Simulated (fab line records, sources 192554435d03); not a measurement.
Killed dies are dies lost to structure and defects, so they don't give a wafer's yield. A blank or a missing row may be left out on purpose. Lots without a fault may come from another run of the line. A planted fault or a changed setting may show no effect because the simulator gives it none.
One fault seen from 2 desks | flow n5_finfet | each desk has only its own numbers; what lay behind them comes last

THE TOOL OWNER'S DESK: rie_diel-05
The tool's own readings at N5_BEOL_M5_ETCH_61 (etches SiARC in CF4, target depth 15.6 nm, time 26 s): means of the sampled wafers that have a number, for each lot that ran on this tool. A lot is out of limits, marked OUT, if its mean lies more than 4 standard deviations from the usual mean; the brackets give that distance.
Columns: A = drypump_motor_current_A at N5_BEOL_M5_ETCH_61, usual 5.7 A; B = etch_rf_on_time_s at N5_BEOL_M5_ETCH_61, usual 25.8 s; C = oes_product_au at N5_BEOL_M5_ETCH_61, usual 0.68 a.u.; D = rf_vpp_V at N5_BEOL_M5_ETCH_61, usual 184.3 V; E = showerhead_plenum_p_Torr at N5_BEOL_M5_ETCH_61, usual 2.15 Torr; F = throttle_valve_pct at N5_BEOL_M5_ETCH_61, usual 15.60 %
lot  | first seen here | A   | B              | C    | D     | E    | F
L533 | day 8 11:10     | 5.7 | 25.4           | 0.74 | 185.0 | 2.20 | 15.51
L535 | day 9 04:23     | 5.4 | 26.0           | 0.69 | 184.4 | 2.21 | 15.51
L539 | day 10 03:33    | 5.8 | 31.5 (+11) OUT | 0.67 | 183.4 | 2.17 | 15.61
L542 | day 10 07:30    | 5.3 | 31.1 (+11) OUT | 0.67 | 186.4 | 2.25 | 15.42
L543 | day 11 05:42    | 5.8 | 31.5 (+11) OUT | 0.66 | 184.6 | 2.16 | 15.62
L554 | day 13 16:38    | 5.4 | 26.0           | 0.73 | 185.6 | 2.20 | 15.38
L555 | day 13 20:07    | 5.7 | 25.7           | 0.73 | 184.5 | 2.14 | 15.51
This desk's finding: out of limits on L539, L542, L543; first on L539, day 10 03:33 (etch_rf_on_time_s at N5_BEOL_M5_ETCH_61). In limits: L533, L535, L554, L555.

THE METROLOGY DESK
What the gauges read, lot by lot, whatever tool the lot ran on: means of the sampled wafers that have a number. A lot is out of limits, marked OUT, if its mean lies more than 4 standard deviations from the usual mean; the brackets give that distance.
Columns: A = cd_nm at N5_BEOL_M5_CD_MEAS_18, usual 28.1 nm
lot  | first seen here | A
L532 | day 8 04:37     | 27.9
L533 | day 8 11:35     | 28.3
L534 | day 8 22:02     | 28.2
L535 | day 9 04:46     | 28.1
L536 | day 9 07:19     | 28.4
L539 | day 10 04:01    | 27.6
L542 | day 10 07:53    | 28.4
L543 | day 11 06:10    | 28.0
L548 | day 12 02:51    | 28.2
L549 | day 12 10:40    | 27.7
L554 | day 13 17:02    | 28.0
L555 | day 13 20:34    | 28.0
This desk's finding: nothing out of limits on any of the 12 lots.

PUT TOGETHER
The tool owner's desk could have raised an alarm at day 10 03:33, on L539, L542, L543.
The metrology desk saw nothing out of limits.
The metrology desk has L539, L542, L543 on record, within its limits.
Of the lots named, all ran N5_BEOL_M5_ETCH_61 on rie_diel-05.

WHAT THE SIMULATOR HAD PUT IN
Process parameter drift: rie_diel-05, from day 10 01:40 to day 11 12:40, at N5_BEOL_M5_ETCH_61. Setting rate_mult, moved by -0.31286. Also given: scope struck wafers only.
Lots struck among those shown: L539, L542, L543.
Hours from the fault's start to each desk's first reading out of limits: the tool owner's desk, 2.
